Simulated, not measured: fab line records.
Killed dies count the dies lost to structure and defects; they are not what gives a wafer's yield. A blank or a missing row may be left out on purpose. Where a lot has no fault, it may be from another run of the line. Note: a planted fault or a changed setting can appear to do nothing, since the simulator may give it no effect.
fab line records	flow nand_harc
record lots=24	wafers=72	last_day=33
route steps=1302 shown A_CONTACT@1094 A_BLC@1122
lots with no fault: from the same line, run without faults
start_h: hours from the record's first day to the start of the lot's first wafer shown	wait_h: hours from the lot's prior step to this one	" repeats the value in the row above	L1.1+2: a single row standing in for several wafers	- no value, or no start was given	* or withheld: withheld	< > ~ a bound
route shown NAME@n: NAME is a module with steps in the file, n the number in the route of the first one	usual: mean/standard deviation of fault-free wafers	same: alike in all rows	chamber/n: place in a boat	sites: the reading at each site	_std_site: the standard deviation of these	_edge_site: inner sites' mean taken away from outer sites' mean	radius_mm: for every site, how far away it sits from the centre of the wafer	mask NAME#n: copy n	behind: tool/chamber where the wafer was last shaped	hold: the reason the lot was held/the length of the hold in hours/how it ended	device: which transistor (n, p or np) failed to switch	end of line: at the end of the route, the tests of the same wafers	where a step has no rows: the recipe by itself	killed: count of dies lost to structure and defects at first sort (not the wafer's yield)	map: a wafer's dies, marking killed ones x, the rest . and places with no die _
set.NAME: setting as actually run; set.NAME@STEP: the setting as run at that earlier step	model.NAME: the simulator's own value behind a step, which no gauge read
one table for each step of the route and one row for each wafer, over a sample of lots
services: a tool's chamber out of use, with start hour (start_h, from the record's first day; less than 0 if before it), hours out, and reason
## steps
# step NHARC_A_CONTACT_CD_MEAS_15
# usual cd_nm=189.9/0.64
lot.wafer	tool	chamber	start_h	wait_h	cd_nm
L074.1	cd_sem-02	-	519.50	-	190.1
L074.2	"	-	"	"	189.9
L074.5	"	-	"	"	190.0
L075.1	cd_sem-02	-	532.34	-	189.6
L075.3	"	-	"	"	189.8
L075.6	"	-	"	"	189.0
L076.2	cd_sem-01	-	533.93	-	190.0
L076.4	"	-	"	"	190.4
L076.5	"	-	"	"	190.2
L077.1	cd_sem-03	-	538.12	-	189.7
L077.3	"	-	"	"	190.8
L077.5	"	-	"	"	189.6
L078.1	cd_sem-02	-	547.98	-	190.2
L078.2	"	-	"	"	190.2
L078.5	"	-	"	"	189.9
L080.1	cd_sem-02	-	567.47	-	189.8
L080.3	"	-	"	"	189.4
L080.5	"	-	"	"	188.8
L079.1	cd_sem-01	-	567.79	-	189.9
L079.2	"	-	"	"	189.7
L079.5	"	-	"	"	189.8
L081.3	cd_sem-01	-	583.53	-	189.2
L081.4	"	-	"	"	189.1
L081.6	"	-	"	"	189.8
L082.2	cd_sem-03	-	610.54	-	190.8
L082.4	"	-	"	"	190.6
L082.6	"	-	"	"	189.9
L085.1	cd_sem-02	-	633.68	-	190.6
L085.2	"	-	"	"	190.0
L085.6	"	-	"	"	190.5
L083.1	cd_sem-01	-	634.99	-	189.4
L083.2	"	-	"	"	187.8
L083.3	"	-	"	"	190.1
L086.1	cd_sem-01	-	638.09	-	189.9
L086.2	"	-	"	"	190.2
L086.5	"	-	"	"	189.6
L087.1	cd_sem-01	-	640.30	-	190.9
L087.4	"	-	"	"	190.7
L087.6	"	-	"	"	191.5
L084.2	cd_sem-02	-	640.79	-	191.1
L084.3	"	-	"	"	190.5
L084.6	"	-	"	"	190.3
L088.2	cd_sem-01	-	662.75	-	189.8
L088.3	"	-	"	"	190.4
L088.5	"	-	"	"	190.5
L091.1	cd_sem-02	-	678.92	-	189.8
L091.5	"	-	"	"	189.8
L091.6	"	-	"	"	189.7
L090.2	cd_sem-02	-	687.34	-	189.9
L090.3	"	-	"	"	189.5
L090.5	"	-	"	"	189.8
L089.2	cd_sem-02	-	692.15	-	189.4
L089.3	"	-	"	"	190.5
L089.5	"	-	"	"	189.7
L092.1	cd_sem-01	-	693.64	-	190.9
L092.5	"	-	"	"	191.1
L092.6	"	-	"	"	190.6
L093.1	cd_sem-02	-	707.34	-	189.2
L093.2	"	-	"	"	190.0
L093.3	"	-	"	"	189.9
L094.2	cd_sem-02	-	710.20	-	189.9
L094.4	"	-	"	"	190.3
L094.5	"	-	"	"	190.5
L095.3	cd_sem-01	-	731.59	-	190.0
L095.4	"	-	"	"	188.7
L095.6	"	-	"	"	189.7
L096.1	cd_sem-02	-	732.33	-	189.4
L096.3	"	-	"	"	189.1
L096.6	"	-	"	"	189.1
L097.1	cd_sem-01	-	742.62	-	189.9
L097.2	"	-	"	"	189.9
L097.6	"	-	"	"	189.8
# step NHARC_A_CONTACT_ETCH_110
# recipe target_depth_a=600	overetch_a=60	time_s=33	ion_energy_ev=100	cf4_flow_sccm=80	o2_flow_sccm=20	ar_flow_sccm=0	rf_w=300	bias_w=100	chemistry=CF4/O2
# usual drypump_motor_current_A=5.7/0.42	oes_product_au=0.997/0.0095	rf_vpp_V=197.9/1.8	showerhead_plenum_p_Torr=1.34/0.066	throttle_valve_pct=13.397/0.0089
lot.wafer	tool	chamber	start_h	wait_h	drypump_motor_current_A	oes_product_au	rf_hours_counter_h	rf_vpp_V	showerhead_plenum_p_Torr	throttle_valve_pct
L074.1	rie_diel-10	3	519.79	0.0	5.5	0.998	35	199.8	1.44	13.383
L074.2	"	2	"	"	5.1	0.992	32	196.8	1.33	13.392
L074.5	"	3	"	"	5.5	0.998	-	198.5	1.44	13.408
L075.1	rie_diel-03	0	532.65	0.1	5.5	0.989	26	197.5	1.40	13.388
L075.3	"	2	"	"	5.7	0.992	22	201.1	1.44	13.398
L075.6	"	0	"	"	5.5	1.009	-	200.2	1.40	13.395
L076.2	rie_diel-02	1	534.22	0.1	6.2	0.998	21	199.0	1.40	13.413
L076.4	"	3	"	"	6.1	0.997	23	197.2	1.29	13.407
L076.5	"	0	"	"	5.8	1.017	-	194.6	1.25	13.411
L077.1	rie_diel-10	2	538.42	0.1	5.1	1.003	37	197.9	1.33	13.396
L077.3	"	3	"	"	5.5	0.980	41	197.9	1.44	13.407
L077.5	"	1	"	"	6.0	0.997	-	195.0	1.25	13.402
L078.1	rie_diel-02	3	548.33	0.1	6.1	0.998	26	196.3	1.29	13.413
L078.2	"	0	"	"	5.8	1.000	25	196.4	1.25	13.398
L078.5	"	2	"	"	5.1	1.002	-	198.0	1.33	13.382
L080.1	rie_diel-10	1	567.77	0.1	6.0	0.993	46	196.6	1.24	13.389
L080.3	"	2	"	"	5.1	0.994	52	198.4	1.32	13.415
L080.5	"	0	"	"	5.2	1.014	-	197.6	1.29	13.395
L079.1	rie_diel-02	1	568.08	0.1	6.2	0.990	26	199.2	1.40	13.400
L079.2	"	3	"	"	6.1	0.997	27	196.1	1.29	13.397
L079.5	"	1	"	"	6.2	0.991	-	200.4	1.40	13.407
L081.4	rie_diel-02	2	583.83	0.1	5.1	0.996	1	198.2	1.33	13.395
L081.3	"	3	"	"	6.1	0.991	1	195.6	1.29	13.410
L081.6	"	0	"	"	5.8	1.007	-	196.3	1.25	13.397
L082.2	rie_diel-02	2	610.83	0.1	5.1	0.995	7	198.1	1.33	13.414
L082.4	"	1	"	"	6.2	0.989	6	199.4	1.40	13.407
L082.6	"	2	"	"	5.1	0.983	-	197.4	1.33	13.397
L085.1	rie_diel-02	2	633.98	0.1	5.1	0.996	12	196.6	1.33	13.380
L085.2	"	3	"	"	6.1	0.995	11	195.8	1.29	13.396
L085.6	"	0	"	"	5.8	0.988	-	194.8	1.25	13.406
L083.3	rie_diel-02	3	635.28	0.1	6.1	0.994	11	197.0	1.29	13.401
L083.1	"	0	"	"	5.8	1.005	11	197.7	1.25	13.390
L083.2	"	2	"	"	5.1	0.982	12	197.5	1.32	13.413
L086.2	rie_diel-02	2	638.59	0.1	5.1	1.000	13	198.1	1.32	13.383
L086.1	"	0	"	"	5.8	1.002	12	196.4	1.25	13.400
L086.5	"	3	"	"	6.1	0.997	-	195.7	1.29	13.386
L087.1	rie_diel-02	3	640.66	0.1	6.1	0.989	12	197.9	1.29	13.394
L087.4	"	0	"	"	5.8	1.005	13	194.8	1.25	13.389
L087.6	"	2	"	"	5.1	0.986	-	196.8	1.32	13.395
L084.3	rie_diel-02	1	641.11	0.1	6.2	0.983	10	199.0	1.40	13.399
L084.2	"	3	"	"	6.1	0.981	12	196.6	1.29	13.387
L084.6	"	0	"	"	5.8	1.005	-	195.0	1.25	13.389
L088.3	rie_diel-02	2	663.05	0.1	5.1	0.988	18	196.7	1.32	13.411
L088.2	"	3	"	"	6.1	1.002	16	195.9	1.29	13.403
L088.5	"	1	"	"	6.2	0.991	-	200.5	1.40	13.402
L091.1	rie_diel-02	0	679.22	0.1	5.8	1.011	20	194.7	1.25	13.391
L091.5	"	1	"	"	6.2	1.011	-	200.3	1.40	13.407
L091.6	"	2	"	"	5.1	1.002	-	197.0	1.32	13.382
L090.3	rie_diel-10	3	687.63	0.1	5.5	1.009	23	201.5	1.42	13.406
L090.2	"	0	"	"	5.2	1.010	25	197.0	1.28	13.386
L090.5	"	0	"	"	5.2	1.009	-	194.6	1.28	13.411
L089.3	rie_diel-02	2	692.45	0.1	5.1	0.985	25	197.0	1.32	13.400
L089.2	"	3	"	"	6.1	0.997	21	196.1	1.29	13.390
L089.5	"	0	"	"	5.8	1.009	-	195.6	1.25	13.414
L092.1	rie_diel-03	2	693.94	0.1	5.7	0.980	15	199.0	1.43	13.406
L092.5	"	3	"	"	5.6	0.988	-	196.5	1.31	13.398
L092.6	"	0	"	"	5.5	1.008	-	199.3	1.39	13.388
L093.3	rie_diel-03	1	707.63	0.1	6.3	0.986	17	198.9	1.44	13.408
L093.2	"	2	"	"	5.7	0.986	20	198.4	1.43	13.379
L093.1	"	3	"	"	5.6	0.997	20	198.7	1.31	13.375
L094.4	rie_diel-03	2	710.50	0.1	5.6	1.000	21	202.5	1.43	13.410
L094.2	"	3	"	"	5.6	0.992	22	197.6	1.31	13.396
L094.5	"	1	"	"	6.3	1.001	-	201.3	1.44	13.403
L095.4	rie_diel-03	3	731.89	0.1	5.6	1.008	26	198.4	1.31	13.400
L095.3	"	0	"	"	5.5	1.018	24	198.3	1.39	13.398
L095.6	"	2	"	"	5.7	1.005	-	197.8	1.43	13.387
L096.1	rie_diel-03	1	732.78	0.1	6.3	0.997	23	199.8	1.44	13.391
L096.3	"	2	"	"	5.6	0.996	25	200.4	1.43	13.388
L096.6	"	1	"	"	6.3	1.002	-	200.4	1.44	13.396
L097.2	rie_diel-02	1	742.92	0.1	6.2	0.985	31	199.3	1.39	13.399
L097.1	"	2	"	"	5.1	0.980	33	196.3	1.32	13.401
L097.6	"	1	"	"	6.2	0.981	-	200.9	1.39	13.401
# step NHARC_A_CONTACT_STRIP_26
# recipe o2_flow_sccm=500	ar_flow_sccm=0	bias_w=0	chemistry=O2
# usual drypump_motor_current_A=5.8/0.42	oes_product_au=0.997/0.0084	rf_vpp_V=57.8/0.93	showerhead_plenum_p_Torr=3.53/0.17	throttle_valve_pct=17.036/0.0091
lot.wafer	tool	chamber	start_h	wait_h	drypump_motor_current_A	oes_product_au	rf_hours_counter_h	rf_vpp_V	showerhead_plenum_p_Torr	throttle_valve_pct
L074.1	rie_diel-10	3	-	-	5.5	0.990	35	59.0	3.79	17.036
L074.2	"	0	"	"	5.2	1.011	32	58.0	3.43	17.028
L074.5	"	3	"	"	5.5	1.001	-	58.3	3.79	17.036
L075.3	rie_diel-03	1	-	-	6.4	0.980	14	56.2	3.30	17.053
L075.1	"	3	"	"	5.6	0.997	26	57.5	3.50	17.036
L075.6	"	0	"	"	5.6	0.998	-	58.7	3.69	17.027
L076.2	rie_diel-02	3	-	-	6.1	1.020	24	58.0	3.43	17.037
L076.4	"	2	"	"	5.1	1.000	22	56.9	3.51	17.039
L076.5	"	0	"	"	5.8	1.020	-	56.7	3.32	17.035
L077.1	rie_diel-10	1	-	-	6.0	1.002	34	57.9	3.30	17.032
L077.3	"	3	"	"	5.5	0.988	41	58.5	3.78	17.046
L077.5	"	0	"	"	5.2	1.005	-	56.1	3.42	17.045
L078.2	rie_diel-02	1	-	-	6.3	0.986	24	57.6	3.70	17.036
L078.1	"	2	"	"	5.1	0.997	25	57.2	3.51	17.038
L078.5	"	2	"	"	5.1	0.994	-	58.0	3.51	17.044
L080.1	rie_diel-10	3	-	-	5.5	0.999	57	58.8	3.77	17.018
L080.3	"	1	"	"	6.0	0.999	46	57.4	3.30	17.041
L080.5	"	3	"	"	5.5	0.985	-	61.0	3.78	17.039
L079.1	rie_diel-02	2	-	-	5.1	0.998	27	58.1	3.51	17.055
L079.2	"	3	"	"	6.1	0.994	27	58.6	3.42	17.024
L079.5	"	3	"	"	6.1	0.990	-	58.8	3.42	17.031
L081.4	rie_diel-02	2	-	-	5.1	0.991	1	57.0	3.51	17.030
L081.3	"	0	"	"	5.8	0.989	1	59.2	3.32	17.043
L081.6	"	2	"	"	5.1	1.000	-	57.8	3.51	17.040
L082.4	rie_diel-02	1	-	-	6.2	0.997	6	58.4	3.69	17.046
L082.2	"	3	"	"	6.1	0.987	7	58.3	3.42	17.038
L082.6	"	1	"	"	6.2	0.996	-	58.8	3.69	17.045
L085.1	rie_diel-02	0	-	-	5.8	0.996	11	57.5	3.32	17.040
L085.2	"	1	"	"	6.2	1.003	7	57.9	3.69	17.036
L085.6	"	3	"	"	6.1	0.993	-	58.7	3.42	17.022
L083.1	rie_diel-02	3	-	-	6.1	0.986	11	57.7	3.42	17.053
L083.2	"	0	"	"	5.8	0.993	11	56.8	3.32	17.026
L083.3	"	1	"	"	6.2	0.995	7	57.9	3.69	17.046
L086.2	rie_diel-02	0	-	-	5.8	0.998	12	57.6	3.32	17.029
L086.1	"	3	"	"	6.1	0.989	11	57.5	3.42	17.033
L086.5	"	0	"	"	5.8	0.999	-	57.8	3.32	17.032
L087.4	rie_diel-02	1	-	-	6.3	1.004	10	58.1	3.69	17.035
L087.1	"	3	"	"	6.1	0.989	12	58.1	3.42	17.041
L087.6	"	1	"	"	6.3	0.996	-	58.1	3.69	17.042
L084.2	rie_diel-02	1	-	-	6.3	0.997	10	58.4	3.69	17.045
L084.3	"	3	"	"	6.1	0.998	12	57.1	3.42	17.020
L084.6	"	2	"	"	5.1	1.007	-	56.6	3.50	17.027
L088.2	rie_diel-02	3	-	-	6.1	0.995	16	58.3	3.41	17.022
L088.3	"	1	"	"	6.3	0.981	14	59.1	3.69	17.042
L088.5	"	3	"	"	6.1	0.987	-	58.4	3.41	17.041
L091.1	rie_diel-02	3	-	-	6.1	0.994	19	56.6	3.41	17.021
L091.5	"	0	"	"	5.8	1.004	-	57.8	3.31	17.044
L091.6	"	1	"	"	6.3	0.998	-	58.6	3.69	17.037
L090.2	rie_diel-10	0	-	-	5.2	1.007	25	58.0	3.40	17.032
L090.3	"	3	"	"	5.5	1.015	23	57.1	3.76	17.048
L090.5	"	0	"	"	5.2	1.011	-	58.1	3.40	17.043
L089.2	rie_diel-02	2	-	-	5.1	1.001	25	58.7	3.50	17.044
L089.3	"	3	"	"	6.1	1.001	21	58.3	3.41	17.039
L089.5	"	2	"	"	5.1	0.990	-	56.0	3.50	17.043
L092.1	rie_diel-03	1	-	-	6.3	0.989	12	57.7	3.80	17.028
L092.6	"	0	"	"	5.5	1.003	-	56.9	3.67	17.046
L092.5	"	1	"	"	6.3	0.989	-	58.8	3.80	17.041
L093.3	rie_diel-03	3	-	-	5.6	0.996	20	57.5	3.47	17.043
L093.2	"	0	"	"	5.5	1.002	18	60.2	3.66	17.026
L093.1	"	1	"	"	6.3	0.992	17	57.6	3.80	17.035
L094.4	rie_diel-03	1	-	-	6.3	1.001	18	58.5	3.80	17.038
L094.2	"	3	"	"	5.6	1.004	22	57.0	3.47	17.042
L094.5	"	1	"	"	6.4	0.999	-	58.0	3.80	17.040
L095.4	rie_diel-03	2	-	-	5.7	0.989	25	56.8	3.76	17.027
L095.3	"	1	"	"	6.4	1.000	23	59.6	3.79	17.043
L095.6	"	3	"	"	5.6	1.004	-	58.3	3.47	17.036
L096.1	rie_diel-03	2	-	-	5.7	1.004	26	57.7	3.76	17.041
L096.3	"	1	"	"	6.3	0.998	23	59.2	3.79	17.058
L096.6	"	2	"	"	5.7	0.996	-	58.0	3.76	17.028
L097.2	rie_diel-02	1	-	-	6.2	0.993	31	58.1	3.68	17.044
L097.1	"	2	"	"	5.1	0.978	33	57.7	3.49	17.029
L097.6	"	1	"	"	6.2	0.984	-	58.7	3.68	17.021
# step NHARC_A_BLC_ETCH_17
# recipe target_depth_a=3900	over_etch_frac=0.25	time_s=609.38	ion_energy_ev=200	n2_flow_sccm=150	h2_flow_sccm=150	ar_flow_sccm=0	rf_w=400	bias_w=150	chemistry=N2/H2
# usual drypump_motor_current_A=5.7/0.52	oes_product_au=1.001/0.011	rf_vpp_V=431.8/1.9	showerhead_plenum_p_Torr=2.09/0.063	throttle_valve_pct=14.170/0.0087
lot.wafer	tool	chamber	start_h	wait_h	drypump_motor_current_A	oes_product_au	rf_hours_counter_h	rf_vpp_V	showerhead_plenum_p_Torr	throttle_valve_pct
L074.2	rie_diel-05	3	-	-	5.0	1.000	9	431.3	2.08	14.187
L074.1	"	0	"	"	5.0	0.996	8	428.6	1.97	14.168
L074.5	"	2	"	"	6.4	0.996	-	433.9	2.18	14.171
L075.1	rie_diel-09	3	-	-	5.5	1.009	2	432.6	2.14	14.167
L075.3	"	2	"	"	6.3	0.999	2	434.1	2.14	14.167
L075.6	"	3	"	"	5.4	1.009	-	432.7	2.14	14.168
L076.4	rie_diel-05	1	-	-	5.5	1.001	10	432.5	2.12	14.176
L076.2	"	3	"	"	5.0	0.995	10	431.8	2.08	14.169
L076.5	"	0	"	"	5.0	0.985	-	428.7	1.97	14.170
L077.3	rie_diel-05	0	-	-	5.0	0.998	10	429.1	1.97	14.163
L077.1	"	1	"	"	5.5	0.984	10	432.6	2.12	14.168
L077.5	"	0	"	"	5.0	0.992	-	429.0	1.97	14.171
L078.1	rie_diel-09	2	-	-	6.3	0.992	3	432.5	2.14	14.184
L078.2	"	3	"	"	5.4	0.995	3	433.1	2.14	14.173
L078.5	"	1	"	"	5.5	1.027	-	430.6	2.05	14.163
L080.3	rie_diel-05	1	-	-	5.5	0.991	13	433.1	2.12	14.169
L080.1	"	2	"	"	6.4	0.989	13	432.6	2.18	14.172
L080.5	"	1	"	"	5.5	0.999	-	433.3	2.12	14.162
L079.2	rie_diel-09	2	-	-	6.3	0.989	4	434.0	2.14	14.173
L079.1	"	0	"	"	6.3	0.985	5	429.0	2.03	14.167
L079.5	"	2	"	"	6.3	0.989	-	432.3	2.14	14.172
L081.3	rie_diel-09	1	-	-	5.6	1.021	4	430.1	2.05	14.173
L081.4	"	2	"	"	6.3	0.996	5	433.6	2.14	14.162
L081.6	"	3	"	"	5.4	1.017	-	433.8	2.13	14.167
L082.4	rie_diel-05	0	-	-	5.0	0.978	2	428.1	1.97	14.185
L082.2	"	2	"	"	6.4	1.006	2	435.0	2.18	14.173
L082.6	"	0	"	"	5.0	0.977	-	429.6	1.97	14.171
L085.2	rie_diel-05	1	-	-	5.4	1.003	3	433.6	2.11	14.165
L085.1	"	3	"	"	5.0	1.008	4	431.7	2.08	14.153
L085.6	"	1	"	"	5.5	1.001	-	432.6	2.11	14.183
L083.2	rie_diel-05	2	-	-	6.4	0.999	4	433.9	2.18	14.162
L083.1	"	0	"	"	5.0	0.987	4	428.5	1.97	14.182
L083.3	"	1	"	"	5.5	1.015	4	432.1	2.11	14.166
L086.1	rie_diel-05	1	-	-	5.4	0.994	4	433.3	2.11	14.172
L086.2	"	3	"	"	5.0	1.010	4	430.5	2.08	14.164
L086.5	"	1	"	"	5.5	1.000	-	433.1	2.11	14.164
L087.4	rie_diel-05	1	-	-	5.5	1.002	5	432.4	2.11	14.184
L087.1	"	2	"	"	6.4	1.002	5	433.1	2.18	14.170
L087.6	"	0	"	"	5.0	0.988	-	429.5	1.96	14.180
L084.2	rie_diel-09	0	-	-	6.3	1.001	8	431.7	2.03	14.178
L084.3	"	2	"	"	6.3	0.997	7	432.9	2.14	14.167
L084.6	"	0	"	"	6.4	0.996	-	428.8	2.03	14.166
L088.3	rie_diel-09	2	-	-	6.3	1.007	8	433.9	2.14	14.178
L088.2	"	0	"	"	6.3	1.012	9	430.4	2.03	14.168
L088.5	"	3	"	"	5.5	1.009	-	433.3	2.13	14.162
L091.1	rie_diel-05	2	-	-	6.4	0.993	9	435.2	2.18	14.164
L091.6	"	1	"	"	5.5	1.000	-	431.7	2.11	14.180
L091.5	"	2	"	"	6.4	0.991	-	436.9	2.17	14.178
L090.2	rie_diel-09	1	-	-	5.5	1.001	1	431.2	2.05	14.168
L090.3	"	2	"	"	6.3	0.989	1	432.2	2.14	14.166
L090.5	"	1	"	"	5.6	1.008	-	430.2	2.05	14.165
L089.2	rie_diel-08	1	-	-	5.9	0.981	46	430.3	2.08	14.165
L089.3	"	0	"	"	5.9	1.021	41	432.5	2.10	14.180
L089.5	"	1	"	"	5.9	0.982	-	431.4	2.08	14.159
L092.1	rie_diel-09	1	-	-	5.6	1.016	1	430.0	2.05	14.175
L092.6	"	2	"	"	6.3	0.996	-	433.2	2.14	14.180
L092.5	"	3	"	"	5.4	1.014	-	432.4	2.13	14.189
L093.3	rie_diel-09	1	-	-	5.6	1.002	2	430.0	2.05	14.169
L093.2	"	2	"	"	6.3	0.982	2	432.5	2.14	14.162
L093.1	"	0	"	"	6.3	0.994	2	429.0	2.03	14.165
L094.2	rie_diel-09	3	-	-	5.5	1.011	3	431.6	2.13	14.164
L094.4	"	1	"	"	5.6	1.012	2	431.4	2.05	14.162
L094.5	"	2	"	"	6.3	0.998	-	433.8	2.14	14.179
L095.4	rie_diel-09	0	-	-	6.4	1.008	4	430.3	2.03	14.149
L095.3	"	3	"	"	5.5	1.010	4	434.3	2.13	14.168
L095.6	"	0	"	"	6.3	1.002	-	429.9	2.03	14.175
L096.3	rie_diel-09	0	-	-	6.3	1.000	4	428.6	2.03	14.177
L096.1	"	3	"	"	5.4	1.004	4	433.7	2.13	14.154
L096.6	"	0	"	"	6.4	1.005	-	430.4	2.03	14.171
L097.1	rie_diel-09	1	-	-	5.5	1.021	5	430.2	2.05	14.169
L097.2	"	2	"	"	6.3	0.982	5	432.2	2.14	14.173
L097.6	"	2	"	"	6.3	0.992	-	433.2	2.14	14.171
# step NHARC_A_BLC_CD_MEAS_19
# usual cd_nm=101.3/2.3
lot.wafer	tool	chamber	start_h	wait_h	cd_nm
L074.1	cd_sem-01	-	523.60	-	101.4
L074.2	"	-	"	"	102.2
L074.5	"	-	"	"	102.9
L075.1	cd_sem-03	-	536.34	-	103.7
L075.3	"	-	"	"	97.1
L075.6	"	-	"	"	100.7
L076.2	cd_sem-03	-	538.46	-	102.2
L076.4	"	-	"	"	99.5
L076.5	"	-	"	"	98.8
L077.1	cd_sem-02	-	542.26	-	103.9
L077.3	"	-	"	"	103.1
L077.5	"	-	"	"	99.6
L078.1	cd_sem-01	-	552.21	-	100.7
L078.2	"	-	"	"	103.0
L078.5	"	-	"	"	100.7
L080.1	cd_sem-02	-	571.57	-	100.5
L080.3	"	-	"	"	98.6
L080.5	"	-	"	"	99.6
L079.1	cd_sem-03	-	571.88	-	101.4
L079.2	"	-	"	"	98.2
L079.5	"	-	"	"	99.6
L081.3	cd_sem-03	-	587.50	-	103.9
L081.4	"	-	"	"	99.3
L081.6	"	-	"	"	103.9
L082.2	cd_sem-03	-	614.64	-	100.3
L082.4	"	-	"	"	100.7
L082.6	"	-	"	"	103.6
L085.1	cd_sem-01	-	637.78	-	103.3
L085.2	"	-	"	"	104.7
L085.6	"	-	"	"	102.7
L083.1	cd_sem-01	-	638.96	-	101.7
L083.2	"	-	"	"	100.9
L083.3	"	-	"	"	103.2
L086.1	cd_sem-02	-	642.60	-	103.7
L086.2	"	-	"	"	104.4
L086.5	"	-	"	"	103.9
L087.1	cd_sem-02	-	644.48	-	101.0
L087.4	"	-	"	"	100.8
L087.6	"	-	"	"	102.2
L084.2	cd_sem-01	-	645.19	-	101.0
L084.3	"	-	"	"	95.2
L084.6	"	-	"	"	102.9
L088.2	cd_sem-02	-	666.71	-	102.4
L088.3	"	-	"	"	99.9
L088.5	"	-	"	"	101.8
L091.1	cd_sem-02	-	682.95	-	103.3
L091.5	"	-	"	"	100.9
L091.6	"	-	"	"	102.3
L090.2	cd_sem-02	-	691.41	-	100.7
L090.3	"	-	"	"	94.9
L090.5	"	-	"	"	101.6
L089.2	cd_sem-01	-	696.28	-	105.8
L089.3	"	-	"	"	101.8
L089.5	"	-	"	"	103.4
L092.1	cd_sem-02	-	697.72	-	103.7
L092.5	"	-	"	"	100.4
L092.6	"	-	"	"	98.7
L093.1	cd_sem-02	-	711.42	-	98.0
L093.2	"	-	"	"	97.5
L093.3	"	-	"	"	101.9
L094.2	cd_sem-03	-	714.28	-	103.4
L094.4	"	-	"	"	102.5
L094.5	"	-	"	"	99.8
L095.3	cd_sem-02	-	735.68	-	100.8
L095.4	"	-	"	"	100.3
L095.6	"	-	"	"	102.4
L096.1	cd_sem-03	-	736.92	-	97.0
L096.3	"	-	"	"	99.2
L096.6	"	-	"	"	100.4
L097.1	cd_sem-01	-	746.72	-	97.3
L097.2	"	-	"	"	96.7
L097.6	"	-	"	"	97.0
# step NHARC_A_BLC_DEGAS_30
# recipe temp_c=300	time_s=60
# usual heater_power_w=489/49
lot.wafer	tool	chamber	start_h	wait_h	heater_power_w
L074.1	pvd_sputter-02	-	524.22	-	481
L074.2	"	-	"	"	465
L074.5	"	-	"	"	561
L075.3	pvd_sputter-02	-	536.94	-	452
L075.1	"	-	"	"	547
L075.6	"	-	"	"	563
L076.2	pvd_sputter-01	-	539.08	-	552
L076.4	"	-	"	"	478
L076.5	"	-	"	"	495
L077.1	pvd_sputter-01	-	542.86	-	522
L077.3	"	-	"	"	419
L077.5	"	-	"	"	516
L078.2	pvd_sputter-02	-	552.84	-	548
L078.1	"	-	"	"	550
L078.5	"	-	"	"	450
L080.3	pvd_sputter-02	-	572.18	-	559
L080.1	"	-	"	"	448
L080.5	"	-	"	"	539
L079.2	pvd_sputter-01	-	572.49	-	429
L079.1	"	-	"	"	472
L079.5	"	-	"	"	507
L081.3	pvd_sputter-02	-	588.12	-	475
L081.4	"	-	"	"	455
L081.6	"	-	"	"	568
L082.2	pvd_sputter-02	-	615.24	-	491
L082.4	"	-	"	"	572
L082.6	"	-	"	"	481
L085.1	pvd_sputter-01	-	638.38	-	493
L085.2	"	-	"	"	540
L085.6	"	-	"	"	511
L083.1	pvd_sputter-03	-	639.55	-	502
L083.2	"	-	"	"	438
L083.3	"	-	"	"	406
L086.2	pvd_sputter-01	-	643.21	-	552
L086.1	"	-	"	"	505
L086.5	"	-	"	"	436
L087.1	pvd_sputter-01	-	645.08	-	491
L087.4	"	-	"	"	433
L087.6	"	-	"	"	479
L084.3	pvd_sputter-03	-	645.80	-	445
L084.2	"	-	"	"	465
L084.6	"	-	"	"	449
L088.2	pvd_sputter-02	-	667.30	-	545
L088.3	"	-	"	"	514
L088.5	"	-	"	"	550
L091.1	pvd_sputter-03	-	683.55	-	447
L091.5	"	-	"	"	438
L091.6	"	-	"	"	409
L090.2	pvd_sputter-02	-	692.01	-	550
L090.3	"	-	"	"	554
L090.5	"	-	"	"	553
L089.3	pvd_sputter-02	-	696.87	-	549
L089.2	"	-	"	"	511
L089.5	"	-	"	"	554
L092.1	pvd_sputter-01	-	698.36	-	479
L092.6	"	-	"	"	506
L092.5	"	-	"	"	429
L093.3	pvd_sputter-03	-	712.02	-	442
L093.1	"	-	"	"	406
L093.2	"	-	"	"	491
L094.4	pvd_sputter-01	-	714.88	-	479
L094.2	"	-	"	"	518
L094.5	"	-	"	"	482
L095.3	pvd_sputter-02	-	736.29	-	455
L095.4	"	-	"	"	541
L095.6	"	-	"	"	512
L096.1	pvd_sputter-03	-	737.52	-	457
L096.3	"	-	"	"	481
L096.6	"	-	"	"	459
L097.2	pvd_sputter-03	-	747.32	-	376
L097.1	"	-	"	"	480
L097.6	"	-	"	"	374
## services
tool	chamber	start_h	hours	kind
rie_diel-09	-	497.10	9.0	pm
rie_diel-03	3	555.71	3.1	repair
rie_diel-09	1	558.13	10.2	repair
rie_diel-02	-	570.71	9.0	pm
pvd_sputter-01	-	582.00	10.0	pm
rie_diel-05	-	583.60	9.0	pm
rie_diel-03	2	586.42	7.1	repair
pvd_sputter-01	-	596.58	5.6	repair
rie_diel-10	-	596.94	9.0	pm
rie_diel-03	2	603.27	6.9	repair
rie_diel-02	1	619.88	12.7	repair
rie_diel-02	3	624.78	5.7	repair
rie_diel-03	-	635.33	9.0	pm
pvd_sputter-02	-	638.00	10.0	pm
pvd_sputter-02	-	648.77	6.2	repair
rie_diel-05	1	650.52	8.9	repair
rie_diel-09	-	674.10	9.0	pm
rie_diel-05	0	698.36	21.5	repair
rie_diel-02	-	705.77	0.6	repair
rie_diel-02	2	711.16	6.5	repair
rie_diel-09	3	719.01	4.5	repair
rie_diel-05	0	726.96	8.6	repair
rie_diel-05	3	746.11	14.1	repair
pvd_sputter-02	-	746.53	3.1	repair
## key
fault none
